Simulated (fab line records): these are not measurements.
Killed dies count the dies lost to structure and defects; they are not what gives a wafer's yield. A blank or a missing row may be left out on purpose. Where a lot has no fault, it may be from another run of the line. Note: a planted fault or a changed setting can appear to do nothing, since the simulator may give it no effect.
Chamber matching + flow n5Finfet + 4 sister chambers for N5_BEOL_M4_ETCH_74 on rieDiel-06
The step etches underlayer in N2/H2, target depth 6.5 nm, time 5.2 s. 4 wafers are shown with their chamber, then 11 later ones without.

WAFERS PAIRED WITH THEIR CHAMBERS
| wafer  | chamber | showerheadPlenumPTorr (Torr) |
|--------|---------|------------------------------|
| L085.2 | 0       | 2.55                         |
| L086.1 | 2       | 2.67                         |
| L086.5 | 1       | 2.48                         |
| L087.1 | 3       | 2.52                         |

WAFERS WITHOUT THEIR CHAMBER
| wafer  | showerheadPlenumPTorr (Torr) |
|--------|------------------------------|
| L087.2 | 2.55                         |
| L087.3 | 2.67                         |
| L092.1 | 2.66                         |
| L092.2 | 2.54                         |
| L092.3 | 2.52                         |
| L095.1 | 2.47                         |
| L095.3 | 2.54                         |
| L095.6 | 2.51                         |
| L097.1 | 2.51                         |
| L097.3 | 2.54                         |
| L097.6 | 2.54                         |

EACH ONE'S CHAMBER
| wafer  | from the rows above     | in truth |
|--------|-------------------------|----------|
| L087.2 | 0                       | 0        |
| L087.3 | 2                       | 2        |
| L092.1 | 2                       | 2        |
| L092.2 | can't be placed: 0 or 3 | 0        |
| L092.3 | 3                       | 3        |
| L095.1 | 1                       | 1        |
| L095.3 | can't be placed: 0 or 3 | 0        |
| L095.6 | 3                       | 3        |
| L097.1 | 3                       | 3        |
| L097.3 | can't be placed: 0 or 3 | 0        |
| L097.6 | can't be placed: 0 or 3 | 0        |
7 of 11 placed correctly. Unplaceable from these rows: 4, with the true chamber sitting among the candidates in 4. Wrongly placed: 0.
How it was worked out, from the rows above alone: a wafer's distance from a chamber is the root of the sum, over the readings, of the square of ((its reading less the chamber's mean) divided by the reading's scatter). If the next closest chamber is less than 2 further off than the closest, the wafer can't be placed; otherwise it belongs to the closest. For every chamber, the mean is computed from those of its wafers that are shown. The scatter: with one shown wafer a chamber, the root of the mean of the squares of how far each hidden wafer lies from its nearest shown one.
